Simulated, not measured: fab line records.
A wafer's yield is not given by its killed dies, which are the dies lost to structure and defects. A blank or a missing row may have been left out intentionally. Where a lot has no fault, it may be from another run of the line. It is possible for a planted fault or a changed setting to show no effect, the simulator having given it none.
A struck lot beside a sound one / flow n5_finfet / 15 steps out of a route of 1938
Sound: these wafers, L468.3, L468.5, L468.6. Struck: wafer L478.6 (left out: L478.3, L478.5 of the same lot, which were not struck); the cause appears at the end.
Order at every step that has rows: each side's tool, ch and its chambers, its first start. Under that, the readings that differ: sound wafers / struck wafers / difference of the means / sigmas: that difference in standard deviations of wafers without a fault.
alike: words and numbers the same on both sides, and readings whose means are apart by under 2 such deviations; not compared: readings that were withheld, readings missing a value for some wafer, numbers with overlapping values and no deviation given by the record, and bounds like >300 which may hide the same value.
The two part at a step that has a row with sigmas, a row that says differs or no value, or rows on one side only. When numbers do not overlap yet have no deviation, they are printed without sigmas and do not part them. A reading that every wafer of one side lacks parts them only if that side has two wafers or more.

first, 4 steps without rows for these wafers: N5_BEOL_M10_SOFTBAKE_06 (time 60 s); N5_BEOL_M10_EXPOSE_08 (exposes mask M10); N5_BEOL_M10_PEB_09 (peb time 60 s); N5_BEOL_M10_DEVELOP_10 (develop time 30 s).
N5_BEOL_M10_CD_MEAS_11: the cd target is 64.1 nm.
  sound on cd_sem-02 ch 0, day 14 14:40; struck on cd_sem-01 ch 0, day 16 23:38
  alike: cd_nm
N5_BEOL_M10_OVL_MEAS_12:
  sound on overlay-02 ch 0, day 14 14:42; struck on overlay-01 ch 0, day 16 23:40
  alike: M10_OVL
N5_BEOL_M10_INSPECT_13: inspects for defects (brightfield).
  sound on defect_inspect-02 at day 14 14:43; struck on defect_inspect-02 at day 16 23:41
reading=raw_defect_count; sound=326 317 325; struck=740; difference=+417; sigmas=+3
N5_BEOL_M10_DESCUM_16: chemistry O2, time 7.9 s.
  sound on rie_diel-05 ch 0,1, day 14 14:45; struck on rie_diel-05 ch 1, day 16 23:59
reading=rf_vpp_V (V); sound=241.3 242.1 244.0; struck=245.7; difference=+3.2; sigmas=+2
  alike: chamber_pressure_mTorr, drypump_motor_current_A, oes_product_au, showerhead_plenum_p_Torr, throttle_valve_pct
  not compared: rf_hours_counter_h
N5_BEOL_M10_ETCH_61: etches SiARC in CF4, target depth 39 nm, time 65 s.
  sound on rie_diel-05 ch 0,1, day 14 14:47; struck on rie_diel-05 ch 1, day 17 00:02
  alike: chamber_pressure_mTorr, drypump_motor_current_A, etch_rf_on_time_s, oes_product_au, rf_vpp_V, showerhead_plenum_p_Torr, throttle_valve_pct
  not compared: rf_hours_counter_h
N5_BEOL_M10_ETCH_62: etches SOC in N2/H2, target depth 110 nm, overetch 22 nm, time 165 s.
  sound on rie_diel-05 ch 0,1, day 14 14:50; struck on rie_diel-05 ch 1, day 17 00:05
  alike: chamber_pressure_mTorr, drypump_motor_current_A, h2_flow_sccm, oes_product_au, rf_vpp_V, showerhead_plenum_p_Torr, throttle_valve_pct
  not compared: rf_hours_counter_h
then, 1 step without rows for these wafers: N5_BEOL_M10_STRIP_68 (strips in N2/H2).
N5_BEOL_M10_STRIP_67: strips in CF4.
  sound on rie_diel-05 ch 0,1, day 14 14:59; struck on rie_diel-05 ch 1, day 17 00:14
  alike: chamber_pressure_mTorr, drypump_motor_current_A, oes_product_au, rf_vpp_V, showerhead_plenum_p_Torr, throttle_valve_pct
  not compared: rf_hours_counter_h
N5_BEOL_M10_HM_OPEN_17: chemistry Cl2/BCl3, target TiN, target depth 20 nm, overetch 6 nm.
  sound on rie_metal-02 ch 0,1, day 14 15:03; struck on rie_metal-02 ch 0, day 17 00:18
reading=he_backside_leak_sccm (sccm); sound=3.04 2.92 3.06; struck=3.40; difference=+0.39; sigmas=+2
reading=mfc_cl2_sccm (sccm); sound=53.28 53.66 53.32; struck=52.90; difference=-0.52; sigmas=-3
reading=model.SOC_of_BEOL_M10_COAT_59.thk_nm (nm); sound=92.2 92.6 92.2; struck=93.6; difference=+1.3; sigmas=
  alike: chamber_pressure_mTorr, drypump_motor_current_A, oes_product_au, throttle_valve_pct
  not compared: rf_hours_counter_h
N5_BEOL_M10_STRIP_19: strips in O2.
  sound on rie_diel-05 ch 1,2, day 14 15:08; struck on rie_diel-05 ch 1, day 17 00:25
  alike: chamber_pressure_mTorr, drypump_motor_current_A, oes_product_au, rf_vpp_V, showerhead_plenum_p_Torr, throttle_valve_pct
  not compared: rf_hours_counter_h
-- a jump in the record: the struck wafers' starts before and after are 2 days apart (it breaks off in module BEOL_M10 and resumes in module PASSIVATION, where the first step shown is number 1936 of the route) --
N5_PASSIVATION_PROBE_49:
  sound on prober-02 at day 16 23:18; struck on prober-02 at day 19 05:53
reading=killed_at_contacts; sound=14 7 15; struck=28; difference=+16; sigmas=+3
  alike: defect_limited_yield, killed_at_M0_to_M3, killed_at_M4_up, killed_at_front_end, killed_at_other, killed_dies, killed_open, killed_short, sort_bin_5_function, sort_bin_6_memory, sort_n_pass, sort_yield_pct

== WHERE THEY PART ==
Last at N5_PASSIVATION_PROBE_49 as far as this record goes, first at N5_BEOL_M10_INSPECT_13.

WHY: what the simulator had put in
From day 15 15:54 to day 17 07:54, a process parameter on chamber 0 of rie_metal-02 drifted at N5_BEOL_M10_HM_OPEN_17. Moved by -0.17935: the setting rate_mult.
